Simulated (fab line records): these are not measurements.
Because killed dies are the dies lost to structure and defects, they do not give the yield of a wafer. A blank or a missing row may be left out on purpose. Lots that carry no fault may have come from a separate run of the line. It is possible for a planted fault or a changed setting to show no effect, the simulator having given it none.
fab line records -- flow n5-finfet
[record] lots = 5, wafers = 15, last-day = 17
route steps=1938 shown HKMG_FIN@390 BEOL_M4@1111
lots with no fault: from the same line, run without faults
start-h: the number of hours between the record's first day and the start of the first shown wafer of the lot -- wait-h: hours from the lot's prior step to this one -- " same as the row above -- L1.1+2: a single row standing in for several wafers -- - value missing, or start not given -- * or withheld: withheld -- < > ~ a bound
route shown NAME@n: a module of which the file shows steps, and the number in the route of the first -- usual: mean/standard deviation of fault-free wafers -- same: alike in all rows -- chamber/n: place in a boat -- sites: the reading at each site -- _std_site: how widely they spread, as a standard deviation -- _edge_site: inner sites' mean taken away from outer sites' mean -- radius-mm: how far each site lies from the wafer's centre -- mask NAME#n: copy n -- behind: tool/chamber where the wafer was last shaped -- hold: why the lot went on hold/how many hours it stayed there/how the hold came to an end -- device: the transistor (n, p or np) that didn't switch -- end of line: the same wafers' tests at the end of the route -- where a step has no rows: the recipe by itself -- killed: the dies lost at the first sort to structure and to defects; this is not the yield of the wafer -- map: shows each die of a wafer: x if killed, . if not, _ if none is there
set.NAME: the setting the step ran with; set.NAME@STEP: the setting that earlier step ran with -- model.NAME: the simulator's own value behind a step, which no gauge read
a table for each step, a row for each wafer; lots at some steps of the route
services: a tool's chamber out of use, with start hour (start-h, from the record's first day; less than 0 if before it), hours out, and reason
[[steps]]
[step N5_HKMG_FIN_COAT_41]
[recipe] resist = SOC, temp-c = 250, time-s = 60, spin-rpm = 1500, resist-thk-nm = 300
[step N5_HKMG_FIN_COAT_42]
[recipe] resist = SiARC, temp-c = 220, time-s = 60, spin-rpm = 1500, resist-thk-nm = 35
[step N5_HKMG_FIN_COAT_43]
[recipe] resist = CAR-ArF, spin-rpm = 1500, resist-thk-nm = 90
[step N5_HKMG_FIN_EBR_45]
[recipe] solvent = PGMEA, ebr-width-mm = 1.5
[step N5_HKMG_FIN_SOFTBAKE_44]
[recipe] temp-c = 110, time-s = 60, resist = CAR-ArF
[step N5_HKMG_FIN_EXPOSE_46]
[recipe] mask-id = NDIPOLE, na = 1.35, source-shape = conventional, sigma-outer = 0.8, polarization = unpolarized, dose-mj = 40
[step N5_HKMG_FIN_PEB_47]
[recipe] peb-temp-c = withheld, peb-time-s = 60, resist = CAR-ArF
[step N5_HKMG_FIN_DEVELOP_48]
[recipe] develop-time-s = 30, developer = TMAH, resist = CAR-ArF, rinse-liquid = diw, dry = air-spin, dev-temp-c = 23
[step N5_HKMG_FIN_CD_MEAS_49]
[recipe] target-cd-nm = 202, landing-energy-ev = 500, detector = se-inlens, polarity = opening
[usual] cd-nm = 202.2/0.57
lot.wafer,tool,chamber,start-h,wait-h,cd-nm
L647.1,cd-sem-02,0,76.80,-,201.7
L647.3,cd-sem-02,0,76.80,-,201.6
L647.5,cd-sem-02,0,76.80,-,201.6
L648.3,cd-sem-03,0,83.72,-,202.4
L648.5,cd-sem-03,0,83.72,-,202.5
L648.6,cd-sem-03,0,83.72,-,202.6
L654.1,cd-sem-01,0,123.41,-,203.3
L654.3,cd-sem-01,0,123.41,-,202.3
L654.5,cd-sem-01,0,123.41,-,202.6
L658.1,cd-sem-03,0,147.38,-,201.5
L658.4,cd-sem-03,0,147.38,-,201.6
L658.5,cd-sem-03,0,147.38,-,201.6
L668.2,cd-sem-02,0,212.87,-,202.9
L668.3,cd-sem-02,0,212.87,-,202.8
L668.6,cd-sem-02,0,212.87,-,201.6
[step N5_HKMG_FIN_OVL_MEAS_50]
[recipe] points-per-wafer = 44
[usual] NDIPOLE_OVL = 0.4/0.7
lot.wafer,tool,chamber,start-h,wait-h,NDIPOLE_OVL[nm]
L647.1,overlay-01,0,76.83,0.0,0.4
L647.3,overlay-01,0,76.83,0.0,0.8
L647.5,overlay-01,0,76.83,0.0,1.6
L648.3,overlay-02,0,83.75,0.0,1.1
L648.5,overlay-02,0,83.75,0.0,0.7
L648.6,overlay-02,0,83.75,0.0,-0.3
L654.1,overlay-01,0,123.44,0.0,0.7
L654.3,overlay-01,0,123.44,0.0,0.7
L654.5,overlay-01,0,123.44,0.0,0.5
L658.1,overlay-02,0,147.41,0.0,0.1
L658.4,overlay-02,0,147.41,0.0,0.2
L658.5,overlay-02,0,147.41,0.0,0.4
L668.2,overlay-02,0,212.90,0.0,-1.4
L668.3,overlay-02,0,212.90,0.0,-0.4
L668.6,overlay-02,0,212.90,0.0,-1.3
[step N5_HKMG_FIN_INSPECT_61]
[recipe] mode = adi, inspect-instrument = macro
[usual] raw-defect-count = 1.8/1.3
lot.wafer,tool,chamber,start-h,wait-h,raw-defect-count
L647.1,defect-inspect-02,-,76.85,0.0,0
L647.3,defect-inspect-02,-,76.85,0.0,1
L647.5,defect-inspect-02,-,76.85,0.0,2
L648.3,defect-inspect-01,-,83.77,0.0,1
L648.5,defect-inspect-01,-,83.77,0.0,1
L648.6,defect-inspect-01,-,83.77,0.0,1
L654.1,defect-inspect-02,-,123.47,0.0,0
L654.3,defect-inspect-02,-,123.47,0.0,3
L654.5,defect-inspect-02,-,123.47,0.0,2
L658.1,defect-inspect-02,-,147.44,0.0,1
L658.4,defect-inspect-02,-,147.44,0.0,1
L658.5,defect-inspect-02,-,147.44,0.0,1
L668.2,defect-inspect-01,-,212.92,0.0,1
L668.3,defect-inspect-01,-,212.92,0.0,0
L668.6,defect-inspect-01,-,212.92,0.0,2
[step N5_HKMG_FIN_DESCUM_53]
[recipe] chemistry = O2, time-s = 7.9, source-power-w = 50, bias-power-w = 20, pressure-mtorr = 20, rf-frequency-hz = 2.712e+07, temp-c = 40, resist = CAR-ArF, o2-flow-sccm = 225
[usual] drypump-motor-current-A = 5.6/0.41, oes-product-au = 0.81/0.09, rf-vpp-V = 243.1/1.5, showerhead-plenum-p-Torr = 2.10/0.075, throttle-valve-pct = 20.45/0.27
lot.wafer,tool,chamber,start-h,wait-h,drypump-motor-current-A,oes-product-au,rf-hours-counter-h,rf-vpp-V,showerhead-plenum-p-Torr,throttle-valve-pct
L647.1,rie-diel-06,1,76.89,0.0,6.2,0.94,9,243.7,2.24,20.49
L647.3,rie-diel-06,0,76.89,0.0,4.8,0.89,32,246.2,2.22,20.55
L647.5,rie-diel-06,3,76.89,0.0,5.7,0.71,-,244.2,2.17,20.85
L648.3,rie-diel-01,0,83.81,0.0,6.2,0.72,193,242.6,2.08,20.74
L648.5,rie-diel-01,2,83.81,0.0,5.3,0.81,-,241.5,2.04,20.25
L648.6,rie-diel-01,3,83.81,0.0,5.3,0.84,-,242.6,2.04,19.99
L654.1,rie-diel-01,0,123.82,0.4,6.2,0.71,206,243.7,2.08,20.78
L654.3,rie-diel-01,2,123.82,0.4,5.3,0.78,97,241.0,2.03,20.27
L654.5,rie-diel-01,3,123.82,0.4,5.3,0.82,-,242.0,2.03,20.03
L658.1,rie-diel-05,3,147.47,0.0,5.0,0.91,16,245.9,2.23,20.22
L658.4,rie-diel-05,2,147.47,0.0,5.7,0.88,57,240.2,2.03,20.53
L658.5,rie-diel-05,1,147.47,0.0,6.1,0.95,-,243.5,2.15,20.11
L668.2,rie-diel-06,3,212.96,0.0,5.7,0.68,248,243.4,2.15,20.91
L668.3,rie-diel-06,1,212.96,0.0,6.3,0.86,51,245.3,2.22,20.56
L668.6,rie-diel-06,2,212.96,0.0,5.8,0.70,-,241.4,2.07,20.65
[step N5_HKMG_FIN_ETCH_54]
[recipe] chemistry = CF4, target = SiARC, target-depth-a = 455, mask-material = CAR-ArF, time-s = 75.8, ion-energy-ev = 80, pressure-mtorr = 40, source-w = 545, bias-w = 36, Ar_flow_sccm = 100, cf4-flow-sccm = 100, ends = cleared
[usual] drypump-motor-current-A = 5.6/0.41, etch-rf-on-time-s = 75.4/1.1, oes-product-au = 0.69/0.076, rf-vpp-V = 184.1/1.3, showerhead-plenum-p-Torr = 2.15/0.071, throttle-valve-pct = 15.63/0.28
lot.wafer,tool,chamber,start-h,wait-h,drypump-motor-current-A,etch-rf-on-time-s,oes-product-au,rf-hours-counter-h,rf-vpp-V,showerhead-plenum-p-Torr,throttle-valve-pct
L647.1,rie-diel-06,1,76.92,0.0,6.2,75.2,0.80,9,187.2,2.28,15.55
L647.3,rie-diel-06,0,76.92,0.0,4.8,74.3,0.76,32,184.3,2.26,15.64
L647.5,rie-diel-06,3,76.92,0.0,5.7,74.8,0.61,-,184.2,2.21,16.00
L648.3,rie-diel-01,0,83.84,0.0,6.2,75.8,0.61,193,183.0,2.13,15.98
L648.5,rie-diel-01,2,83.84,0.0,5.2,75.1,0.70,-,183.5,2.08,15.37
L648.6,rie-diel-01,3,83.84,0.0,5.4,75.1,0.73,-,182.0,2.08,15.15
L654.1,rie-diel-01,0,123.86,0.0,6.2,171.6,0.46,206,251.6,2.13,16.00
L654.3,rie-diel-01,2,123.86,0.0,5.2,75.5,0.68,97,182.0,2.08,15.39
L654.5,rie-diel-01,3,123.86,0.0,5.3,76.3,0.71,-,182.0,2.08,15.19
L658.1,rie-diel-05,3,147.51,0.0,4.9,74.7,0.78,16,185.7,2.27,15.40
L658.4,rie-diel-05,2,147.51,0.0,5.6,72.7,0.76,57,183.5,2.09,15.76
L658.5,rie-diel-05,1,147.51,0.0,6.1,73.9,0.82,-,184.7,2.19,15.26
L668.2,rie-diel-06,3,212.99,0.0,5.7,76.6,0.58,248,184.0,2.20,16.09
L668.3,rie-diel-06,1,212.99,0.0,6.2,76.0,0.73,51,187.1,2.26,15.63
L668.6,rie-diel-06,2,212.99,0.0,5.8,76.0,0.60,-,183.0,2.12,15.91
[step N5_HKMG_FIN_ETCH_55]
[recipe] chemistry = N2/H2, target = SOC, target-depth-a = 2400, temp-c = 40, time-s = 300, ion-energy-ev = 200, mask-material = SiARC, pressure-mtorr = 30, source-w = 840, bias-w = 150, n2-flow-sccm = 200, h2-flow-sccm = 200
[usual] drypump-motor-current-A = 5.6/0.41, oes-product-au = 0.81/0.091, rf-vpp-V = 524.1/2.6, showerhead-plenum-p-Torr = 2.55/0.09, throttle-valve-pct = 17.85/0.26
lot.wafer,tool,chamber,start-h,wait-h,drypump-motor-current-A,oes-product-au,rf-hours-counter-h,rf-vpp-V,showerhead-plenum-p-Torr,throttle-valve-pct
L647.1,rie-diel-06,1,76.98,0.0,6.3,0.93,9,528.0,2.72,17.88
L647.3,rie-diel-06,0,76.98,0.0,4.8,0.90,32,528.2,2.69,17.80
L647.5,rie-diel-06,3,76.98,0.0,5.7,0.70,-,525.4,2.62,18.16
L648.3,rie-diel-01,0,83.90,0.0,6.2,0.72,193,523.5,2.53,18.23
L648.5,rie-diel-01,2,83.90,0.0,5.3,0.82,-,520.7,2.46,17.71
L648.6,rie-diel-01,3,83.90,0.0,5.4,0.84,-,520.3,2.47,17.49
L654.1,rie-diel-01,0,123.91,0.0,6.2,0.71,206,524.1,2.53,18.23
L654.3,rie-diel-01,2,123.91,0.0,5.3,0.80,98,521.0,2.46,17.72
L654.5,rie-diel-01,3,123.91,0.0,5.4,0.82,-,521.8,2.47,17.54
L658.1,rie-diel-05,3,147.56,0.0,4.9,0.91,17,527.3,2.71,17.52
L658.4,rie-diel-05,2,147.56,0.0,5.6,0.89,57,522.8,2.47,17.96
L658.5,rie-diel-05,1,147.56,0.0,6.1,0.96,-,526.6,2.59,17.49
L668.2,rie-diel-06,3,213.05,0.0,5.7,0.68,248,526.1,2.60,18.24
L668.3,rie-diel-06,1,213.05,0.0,6.3,0.84,52,528.7,2.70,17.94
L668.6,rie-diel-06,2,213.05,0.0,5.8,0.70,-,523.0,2.51,18.03
[step N5_BEOL_M4_RC_MEAS_101]
[usual] DIBL_N = 35.7/1.3, DIBL_P = 35.4/1.8, IOFF_N = 0.152/0.027, IOFF_P = 0.20/0.034, ION_N = 672/9.8, ION_P = 461/7.5, SS_N = 71.4/0.55, SS_P = 73.1/0.61, VT_N = 251/3.3, VT_P = -251/3.6
lot.wafer,tool,chamber,start-h,wait-h,DIBL_N[mV/V],DIBL_P[mV/V],IOFF_N[nA/um],IOFF_P[nA/um],ION_N[uA/um],ION_P[uA/um],SS_N[mV/dec],SS_P[mV/dec],VT_N[mV],VT_P[mV]
L647.1,prober-01,0,167.82,0.0,36.3,36.0,0.147,0.20,667,467,71.1,74.3,252,-249
L647.3,prober-01,0,167.82,0.0,36.4,34.7,0.148,0.19,672,462,71.3,73.3,250,-249
L647.5,prober-01,0,167.82,0.0,35.3,34.6,0.136,0.18,673,462,71.4,73.1,253,-251
L648.3,prober-01,0,179.43,0.3,39.0,38.2,0.225,0.31,685,475,72.1,74.8,245,-246
L648.5,prober-01,0,179.43,0.3,36.1,35.0,0.169,0.24,681,467,71.7,72.7,251,-247
L648.6,prober-01,0,179.43,0.3,36.5,35.2,0.172,0.24,666,461,71.9,73.0,248,-247
L654.1,prober-02,0,218.32,0.4,34.5,33.5,0.130,0.18,682,465,71.4,72.8,254,-254
L654.3,prober-02,0,218.32,0.4,35.4,34.2,0.139,0.19,668,459,71.7,73.3,254,-248
L654.5,prober-02,0,218.32,0.4,33.3,31.3,0.104,0.15,652,453,72.0,71.6,258,-254
L658.1,prober-02,0,240.00,0.0,34.9,34.6,0.135,0.17,656,443,72.0,73.0,252,-259
L658.4,prober-02,0,240.00,0.0,37.4,36.0,0.168,0.18,670,447,72.4,73.3,252,-255
L658.5,prober-02,0,240.00,0.0,36.3,35.1,0.160,0.17,663,451,71.4,73.7,251,-255
L668.2,prober-01,0,308.32,0.2,36.9,37.5,0.164,0.22,682,465,71.1,73.7,249,-254
L668.3,prober-01,0,308.32,0.2,35.3,35.2,0.132,0.17,670,456,70.9,73.0,252,-253
L668.6,prober-01,0,308.32,0.2,36.3,36.8,0.148,0.20,674,459,71.1,73.7,252,-251
[[services]]
tool,chamber,start-h,hours,kind
rie-diel-05,0,54.38,-,clean
rie-diel-05,0,54.38,-,consumable-replace:focus-ring
rie-diel-05,0,54.38,18.2,scheduled-down
rie-diel-05,0,54.38,18.2,vent-cycle
rie-diel-05,3,77.97,4.6,repair
rie-diel-05,3,82.67,-,clean
rie-diel-05,3,82.67,-,consumable-replace:focus-ring
rie-diel-05,3,82.67,-,consumable-replace:showerhead
rie-diel-05,3,82.67,23.6,scheduled-down
rie-diel-05,3,82.67,23.6,vent-cycle
rie-diel-05,1,106.24,-,clean
rie-diel-05,1,106.24,-,consumable-replace:focus-ring
rie-diel-05,1,106.24,21.1,scheduled-down
rie-diel-05,1,106.24,21.1,vent-cycle
rie-diel-06,0,149.96,9.6,repair
rie-diel-06,-,186.01,2.8,pm
rie-diel-06,2,193.07,5.0,repair
[[key]]
[first-sign] step = N5_HKMG_FIN_ETCH_54, reading = etch-rf-on-time-s, direction = up, sigmas = 84, usual = *, struck = *
[effect] step = N5_HKMG_FIN_ETCH_54, reading = rf-vpp-V, direction = up, sigmas = 51, usual = 184.1, struck = 251.6
met-at N5_HKMG_FIN_ETCH_54
struck-wafers L654.1
onset-between 83.84 123.86
[fault] kind = process-parameter-drift, tool = rie-diel-01, chamber = 0, onset-h = 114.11, steps = N5_HKMG_FIN_ETCH_54, channel = source-w, offset = -327, shape = step, end-h = 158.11, acts-in = these-recipes-only, stated = 545
